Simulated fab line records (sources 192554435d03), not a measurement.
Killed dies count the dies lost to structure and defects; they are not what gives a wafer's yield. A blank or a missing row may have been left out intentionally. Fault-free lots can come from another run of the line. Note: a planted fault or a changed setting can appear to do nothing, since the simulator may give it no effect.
One fault through the eyes of 3 desks + flow n5 finfet + each desk has only its own numbers; what lay behind them comes last

FOR THE TOOL OWNER'S DESK: rie diel-02
The tool's own readings at N5_DUMMY_GATE_DESCUM_20 (chemistry O2, time 6.2 s): means of the sampled wafers that have a number, for each lot that ran on this tool. Any lot whose mean is over 4 standard deviations away from the usual mean is out of limits and marked OUT; that distance is given in the brackets.
Columns: A = drypump motor current A at N5_DUMMY_GATE_DESCUM_20, usual 5.8 A; B = oes product au at N5_DUMMY_GATE_DESCUM_20, usual 0.78 a.u.; C = rf vpp V at N5_DUMMY_GATE_DESCUM_20, usual 243.3 V; D = showerhead plenum p Torr at N5_DUMMY_GATE_DESCUM_20, usual 2.11 Torr; E = throttle valve pct at N5_DUMMY_GATE_DESCUM_20, usual 20.45 %
| lot  | first seen here | A   | B    | C     | D    | E     |
|------|-----------------|-----|------|-------|------|-------|
| L267 | day 5 04:54     | 5.6 | 0.71 | 242.5 | 2.11 | 20.50 |
| L275 | day 7 06:10     | 5.8 | 0.76 | 242.6 | 2.10 | 20.45 |
Finding of this desk: none of the 2 lots has anything out of limits.

THE DEFECT DESK
Per lot, the means of the sampled wafers with a number show what the inspections along the route counted. Any lot whose mean is over 4 standard deviations away from the usual mean is out of limits and marked OUT; that distance is given in the brackets.
Columns: A = raw defect count at N5_DUMMY_GATE_INSPECT_17, usual 210
| lot  | first seen here | A   |
|------|-----------------|-----|
| L265 | day 4 19:23     | 157 |
| L267 | day 5 04:52     | 220 |
| L275 | day 7 06:08     | 220 |
| L280 | day 8 09:16     | 194 |
| L281 | day 8 14:39     | 405 |
Finding of this desk: none of the 5 lots has anything out of limits.

THE METROLOGY DESK
Lot by lot, what the gauges showed, no matter which tool ran the lot: averages of those sampled wafers that carry a number. Any lot whose mean is over 4 standard deviations away from the usual mean is out of limits and marked OUT; that distance is given in the brackets. It has 12 readings; the 7 that lie furthest out on some lot are the ones shown.
Columns: A = cd nm at N5_DUMMY_GATE_CD_MEAS_15, usual 24.94 nm; B = DIBL_P at N5_BEOL_M4_RC_MEAS_101, usual 36.3 mV/V; C = IOFF_N at N5_BEOL_M4_RC_MEAS_101, usual 0.16 nA/um; D = IOFF_P at N5_BEOL_M4_RC_MEAS_101, usual 0.21 nA/um; E = ION_P at N5_BEOL_M4_RC_MEAS_101, usual 461 uA/um; F = VT_N at N5_BEOL_M4_RC_MEAS_101, usual 250 mV; G = VT_P at N5_BEOL_M4_RC_MEAS_101, usual -251 mV
| lot  | first seen here | A     | B    | C    | D    | E   | F   | G    |
|------|-----------------|-------|------|------|------|-----|-----|------|
| L265 | day 4 19:17     | 24.93 | 36.6 | 0.19 | 0.23 | 458 | 246 | -248 |
| L267 | day 5 04:46     | 24.83 | 36.1 | 0.17 | 0.24 | 475 | 248 | -246 |
| L275 | day 7 06:02     | 24.87 | 35.0 | 0.15 | 0.15 | 452 | 250 | -258 |
| L280 | day 8 09:10     | 25.23 | 32.9 | 0.12 | 0.17 | 463 | 252 | -251 |
| L281 | day 8 14:33     | 24.93 | 36.6 | 0.16 | 0.19 | 459 | 251 | -254 |
Finding of this desk: none of the 5 lots has anything out of limits.

BROUGHT TOGETHER
Nothing out of limits was seen by the tool owner's desk.
Nothing out of limits was seen by the defect desk.
Nothing out of limits was seen by the metrology desk.

WHAT THE SIMULATOR HAD INSERTED
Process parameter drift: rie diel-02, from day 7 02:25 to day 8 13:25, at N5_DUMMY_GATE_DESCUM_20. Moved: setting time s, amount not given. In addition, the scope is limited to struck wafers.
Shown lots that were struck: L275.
